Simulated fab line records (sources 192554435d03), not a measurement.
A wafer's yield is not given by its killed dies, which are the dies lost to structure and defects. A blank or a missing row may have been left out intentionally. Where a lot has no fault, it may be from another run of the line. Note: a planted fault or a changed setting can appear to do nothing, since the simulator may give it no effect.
Split-lot trial + flow n5_finfet + 21 wafers read from 7 lots, route of 1938 steps

== THE SPLIT ITSELF ==
At N5_BEOL_M10_ETCH_41 (etches SiCN in CH3F/O2, target depth 42.6 nm, time 86 s), the setting source_w was moved away from the recipe's 395 W on 5 of the 21 wafers read, by -14.5% to +6.2%. The other wafers ran this setting at the recipe's value.

Reading taken at the split's own step.

== THE READING ==
rf_vpp_V, in V, at N5_BEOL_M10_ETCH_41 (etches SiCN in CH3F/O2, target depth 42.6 nm, time 86 s). A value of 297.9 V with a standard deviation of 1.8 V is what fault-free wafers of this fab line usually give.

| wafer  | tool, chamber at the split | source_w as run, W | against the recipe | rf_vpp_V, V | against lot-mates on the recipe |
|--------|----------------------------|--------------------|--------------------|-------------|---------------------------------|
| L074.2 | rie_diel-01, 3             | 395                | recipe             | 297.7       | -                               |
| L074.5 | rie_diel-01, 1             | 419.3              | +6.2%              | 290.9       | -6.6                            |
| L074.6 | rie_diel-01, 0             | 395                | recipe             | 297.4       | -                               |
| L082.1 | rie_diel-03, 3             | 395                | recipe             | 300.1       | -                               |
| L082.3 | rie_diel-03, 0             | 345.8              | -12.5%             | 309.4       | +9.9                            |
| L082.5 | rie_diel-03, 3             | 395                | recipe             | 298.9       | -                               |
| L089.2 | rie_diel-01, 2             | 395                | recipe             | 299.0       | -                               |
| L089.3 | rie_diel-01, 0             | 395                | recipe             | 297.9       | -                               |
| L089.5 | rie_diel-01, 0             | 337.9              | -14.5%             | 312.4       | +13.9                           |
| L090.3 | rie_diel-01, 0             | 395                | recipe             | 296.0       | -                               |
| L090.5 | rie_diel-01, 1             | 395                | recipe             | 298.1       | -                               |
| L090.6 | rie_diel-01, 0             | 395                | recipe             | 297.8       | -                               |
| L093.1 | rie_diel-03, 2             | 395                | recipe             | 299.6       | -                               |
| L093.4 | rie_diel-03, 0             | 377.1              | -4.5%              | 300.0       | +0.4                            |
| L093.6 | rie_diel-03, 2             | 377.1              | -4.5%              | 304.3       | +4.7                            |
| L094.1 | rie_diel-05, 0             | 395                | recipe             | 294.4       | -                               |
| L094.3 | rie_diel-05, 2             | 395                | recipe             | 296.2       | -                               |
| L094.4 | rie_diel-05, 1             | 395                | recipe             | 294.9       | -                               |
| L097.1 | rie_diel-01, 2             | 395                | recipe             | 298.8       | -                               |
| L097.3 | rie_diel-01, 1             | 395                | recipe             | 297.6       | -                               |
| L097.4 | rie_diel-01, 0             | 395                | recipe             | 297.5       | -                               |

THE FIT
A straight line over all 21 wafers: rf_vpp_V changes by -1 V for each +1% of source_w; r = -0.95; the points scatter about the line by 1.6 V.
The same after taking each lot's own level away (the mean of its wafers on the recipe; 21 wafers): -0.892 V for each +1%; r = -0.97; scatter 1.1 V.
On that fit, the largest move of source_w shifts the reading by 13 V.
From 295.17 to 299.60 V: that is the span of the lots' own levels, equal to 2.5 times the standard deviation above.
So the slope is not independent of the lot-to-lot level: the two fits are not the same.
Check: +11.6 V against its lot-mates is what the line predicts for one of the wafers moved furthest among these (-14.5%) when that wafer is left out of the fit. Against them it came out at +13.9 V.
Tool readings at the split's step, against how far the setting was moved: rf_vpp_V r = -0.95.

== FILE'S OWN FIT ==
rf_vpp_V changes by -0.891 V for each +1% of source_w, r = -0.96.
